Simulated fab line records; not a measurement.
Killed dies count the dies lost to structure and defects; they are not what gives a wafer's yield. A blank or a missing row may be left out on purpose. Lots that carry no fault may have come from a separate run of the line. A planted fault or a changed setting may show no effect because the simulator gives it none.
A lot that was struck, set against a sound lot / flow n5 finfet / 37 steps out of a route of 1938
Sound: wafers L284.1, L284.3, L284.5. The struck wafers were L276.1, L276.2, L276.3. The cause is given at the end.
At each step with rows: each side's tool, then ch and its chambers, then its first start. Under that, the readings that differ: sound wafers / struck wafers / difference of the means / sigmas: that difference in standard deviations of wafers without a fault.
alike: readings with means less than 2 such deviations apart, plus words and numbers identical on both sides. not compared: withheld readings, readings lacking a value on some wafer, bounds such as >300 that could conceal the same value, and numbers that have no deviation in the record and whose values overlap.
The two part at a step that has a row with sigmas, a row that says differs or no value, or rows on one side only. Numbers that have no deviation but don't overlap get no sigmas and don't part them. A reading that every wafer of one side lacks parts them only if that side has two wafers or more.

first, 9 steps without rows for these wafers: N5_BEOL_M4_ANNEAL_95 (time 240 s); N5_BEOL_M4_SPUTTER_96 (material Cu, target thk 4.5 nm, time 8.29 s); N5_BEOL_M4_ECD_50 (material Cu, target thk 300 nm); N5_BEOL_M4_ANNEAL_51 (time 90 s); N5_BEOL_M4_CMP_52 (polishes, stops on SiOC, t overpolish 6.8 s, target thk 40 nm); N5_BEOL_M4_PRE_CLEAN_60 (time 15 s); N5_BEOL_M4_CO_CAP_55 (material Co, precursor CCTBA/H2, target thk 2 nm, time 102.1 s); N5_BEOL_M4_PRE_CLEAN_56 (time 15 s); N5_BEOL_M4_DEP_57 (deposits SiCN from 3MS/NH3, target thk 8 nm, time 14 s).
N5_BEOL_M4_RC_MEAS_101:
  sound on prober-01 ch 0, day 14 11:33; struck on prober-02 ch 0, day 13 01:43
reading=IOFF_P (nA/um); sound=0.191 0.160 0.192; struck=0.241 0.231 0.206; difference=+0.045; sigmas=+2
  alike: DIBL_N, DIBL_P, IOFF_N, ION_N, ION_P, SS_N, SS_P, VT_N, VT_P
then, 24 steps without rows for these wafers: N5_BEOL_M5_ILD_DEP_00 (deposits SiCOH lowk from DEMS/porogen, target thk 140.64 nm, time 25.9 s); N5_BEOL_M5_CURE_79 (cures SiCOH lowk, time 240 s); N5_BEOL_M5_PECVD_70 (deposits SiO2 from TEOS/O2, target thk 16 nm, time 18 s); N5_BEOL_M5_HM_DEP_02 (deposits TiN, target thk 20 nm); N5_BEOL_M5_COAT_59 (time 60 s, resist thk 60 nm); N5_BEOL_M5_COAT_60 (time 60 s, resist thk 12 nm); N5_BEOL_M5_COAT_71 (time 60 s, resist thk 5 nm); N5_BEOL_M5_COAT_05 (resist thk 30 nm); N5_BEOL_M5_EBR_07; N5_BEOL_M5_SOFTBAKE_06 (time 60 s); N5_BEOL_M5_EXPOSE_08 (exposes mask M5, target cd 28 nm); N5_BEOL_M5_PEB_09 (peb time 60 s); N5_BEOL_M5_DEVELOP_10 (develop time 30 s); N5_BEOL_M5_DESCUM_16 (chemistry O2, time 7 s); N5_BEOL_M5_ETCH_72 (etches underlayer in N2/H2, target depth 6.5 nm, time 5.2 s); N5_BEOL_M5_ETCH_61 (etches SiARC in CF4, target depth 15.6 nm, time 26 s); N5_BEOL_M5_ETCH_62 (etches SOC in N2/H2, target depth 75 nm, overetch 15 nm, time 112.5 s); N5_BEOL_M5_STRIP_63 (strips in N2/H2); N5_BEOL_M5_STRIP_73 (strips in N2/H2); N5_BEOL_M5_STRIP_64 (strips in CF4); N5_BEOL_M5_HM_OPEN_17 (chemistry Cl2/BCl3, target TiN, target depth 20 nm, overetch 6 nm); N5_BEOL_M5_STRIP_19 (strips in O2); N5_BEOL_M5_COAT_65 (time 60 s, resist thk 60 nm); N5_BEOL_M5_COAT_66 (time 60 s, resist thk 12 nm).
-- a jump in the record: the struck wafers' starts before and after are 2 days apart (it breaks off in module BEOL_M5 and resumes in module BEOL_M10, where the first step shown is number 1526 of the route) --
N5_BEOL_M10_CVD_75: deposits Co from CCTBA/H2, target thk 2 nm, time 138.9 s.
  sound on cvd co-01 ch 0,1, day 16 11:43; struck on cvd co-01 ch 0,2, day 15 10:28
  no value came back on the struck wafers for chamber pressure Torr (Torr), run length s (s); on the sound wafers chamber pressure Torr (Torr) reads 29.99 29.97 30.02
N5_BEOL_M10_CMP_52: polishes, stops on SiCOH lowk, t overpolish 7 s, target thk 140 nm.
  sound on cmp-02 ch 0,2,3, day 16 13:02; struck on cmp-03 ch 0,1,3, day 15 11:32
reading=barrier field endpoint s (s); sound=28.8 29.1 29.8; struck=26.0 26.5 27.0; difference=-2.7; sigmas=-4
  alike: head pressure psi, motor current A, platen rpm, slurry flow ml min
-- here the record skips 2 days between the struck wafers' starts before and after, leaving off in module BEOL_M10 and picking up in module PASSIVATION (first step shown: number 1936 of the route) --
N5_PASSIVATION_PROBE_49:
  the record has rows for the struck wafers here (prober-01, day 17 16:41) and none for the sound ones

## WHERE THEY PART
Last at N5_PASSIVATION_PROBE_49 as far as this record goes, first at N5_BEOL_M4_RC_MEAS_101.

WHY: the cause the simulator had injected
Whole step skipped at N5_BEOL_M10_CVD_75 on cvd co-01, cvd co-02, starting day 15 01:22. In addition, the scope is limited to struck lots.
